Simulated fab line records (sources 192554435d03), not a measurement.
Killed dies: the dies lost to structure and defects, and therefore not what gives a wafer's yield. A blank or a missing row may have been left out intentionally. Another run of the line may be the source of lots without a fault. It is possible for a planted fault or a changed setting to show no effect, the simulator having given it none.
Chamber matching + flow n5Finfet + 4 sister chambers for N5_BEOL_M8_CMP_52 on cmp-04
The step polishes, stops on SiCOH lowk, t overpolish 6.9 s, target thk 80 nm. 8 wafers are shown with their chamber, then 7 later ones without.

EACH WAFER AND ITS CHAMBER
| wafer  | chamber | motorCurrentA (A) | timeToEndpointS (s) |
|--------|---------|-------------------|---------------------|
| L083.2 | 1       | 5.1               | 58.1                |
| L085.4 | 1       | 5.3               | 61.0                |
| L085.6 | 3       | 5.4               | 62.8                |
| L087.1 | 0       | 6.1               | 65.9                |
| L087.4 | 2       | 6.2               | 62.4                |
| L087.5 | 2       | 6.3               | 61.4                |
| L093.1 | 3       | 5.4               | 59.1                |
| L093.3 | 0       | 6.0               | 65.6                |

WAFERS WITHOUT THEIR CHAMBER
| wafer  | motorCurrentA (A) | timeToEndpointS (s) |
|--------|-------------------|---------------------|
| L093.6 | 6.0               | 63.3                |
| L094.2 | 5.2               | 61.0                |
| L094.3 | 6.3               | 69.6                |
| L094.5 | 5.6               | 60.0                |
| L095.1 | 5.8               | 55.1                |
| L095.3 | 4.9               | 59.8                |
| L095.4 | 6.2               | 61.9                |

EACH ONE'S CHAMBER
| wafer  | from the rows above               | in truth |
|--------|-----------------------------------|----------|
| L093.6 | can't be placed: 0 or 2           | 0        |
| L094.2 | can't be placed: 1 or 3           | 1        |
| L094.3 | can't be placed: 0 or 2           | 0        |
| L094.5 | 3                                 | 3        |
| L095.1 | can't be placed: 3 or 2 or 0 or 1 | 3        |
| L095.3 | 1                                 | 1        |
| L095.4 | 2                                 | 2        |
Correct placement for 3 of the 7. These rows do not allow placing 4 (true chamber among the candidates in 4). Wrongly placed: 0.
How it was worked out, from the rows above alone: a wafer's distance from a chamber is the root of the sum, over the readings, of the square of ((its reading less the chamber's mean) divided by the reading's scatter). The wafer belongs to the nearest chamber; if the next one is less than 2 further off, it can't be placed. A chamber's mean is the mean of its shown wafers. The scatter is the square root of a quotient: the sum, over the shown wafers, of each reading's squared deviation from its chamber's mean, divided by wafers minus chambers.
